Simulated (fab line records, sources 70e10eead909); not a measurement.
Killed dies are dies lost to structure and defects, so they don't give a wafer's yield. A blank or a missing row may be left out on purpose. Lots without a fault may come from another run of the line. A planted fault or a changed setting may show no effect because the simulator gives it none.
Chamber matching | flow nand_harc | NHARC_A_BLC_STRIP_29 on rie_diel-06: 4 sister chambers
The step strips in CF4. 14 wafers are shown with their chamber, then 7 later ones without.

WAFERS WITH THEIR CHAMBER
wafer  | chamber | drypump_motor_current_A (A) | cf4_flow_sccm (sccm) | throttle_valve_pct (%)
L695.2 | 0       | 5.9                         | 150.0                | 13.289
L695.3 | 1       | 4.9                         | 150.6                | 13.288
L695.4 | 2       | 5.7                         | 149.3                | 13.279
L697.2 | 1       | 5.0                         | 150.3                | 13.274
L697.4 | 2       | 5.7                         | 149.7                | 13.275
L697.6 | 1       | 4.9                         | 150.4                | 13.285
L701.1 | 0       | 5.9                         | 150.5                | 13.288
L701.3 | 3       | 5.8                         | 150.5                | 13.267
L701.6 | 1       | 4.9                         | 150.2                | 13.281
L702.1 | 2       | 5.7                         | 149.6                | 13.270
L702.3 | 0       | 6.0                         | 149.9                | 13.289
L702.5 | 2       | 5.7                         | 149.6                | 13.287
L710.2 | 0       | 5.9                         | 150.0                | 13.276
L710.3 | 1       | 4.9                         | 150.2                | 13.282

SIGNATURES (means of the wafers above)
reading                 | chamber 0 | chamber 1 | chamber 2 | chamber 3 | scatter within a chamber
drypump_motor_current_A | 5.925     | 4.920     | 5.700     | 5.800     | 0.0394
cf4_flow_sccm           | 150.100   | 150.340   | 149.550   | 150.500   | 0.205
throttle_valve_pct      | 13.28550  | 13.28200  | 13.27775  | 13.26700  | 0.00621
Rule: a wafer's distance from a chamber is the root of the sum, over the readings, of the square of ((its reading less the chamber's mean) divided by the reading's scatter). The wafer belongs to the nearest chamber; if the next one is less than 2 further off, it can't be placed. The scatter: the root of (the sum of the squares of (reading less its chamber's mean) over the shown wafers, divided by (wafers less chambers)).

WAFERS WITHOUT THEIR CHAMBER
wafer  | drypump_motor_current_A (A) | cf4_flow_sccm (sccm) | throttle_valve_pct (%)
L710.6 | 4.9                         | 150.5                | 13.292
L711.2 | 5.8                         | 149.7                | 13.279
L711.3 | 6.0                         | 149.6                | 13.270
L711.6 | 5.8                         | 150.2                | 13.300
L716.1 | 5.7                         | 150.6                | 13.287
L716.3 | 5.8                         | 150.0                | 13.275
L716.4 | 6.0                         | 150.0                | 13.276

WHICH CHAMBER EACH WENT THROUGH
wafer  | from the rows above          | in truth
L710.6 | 1                            | 1
L711.2 | can't be placed: 2 or 0 or 3 | 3
L711.3 | 0                            | 0
L711.6 | can't be placed: 0 or 2 or 3 | 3
L716.1 | can't be placed: 3 or 2      | 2
L716.3 | can't be placed: 3 or 2 or 0 | 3
L716.4 | 0                            | 0
Placed correctly: 3 of 7. Can't be placed from these rows: 4 (the true chamber is among the candidates in 4). Placed wrongly: 0.
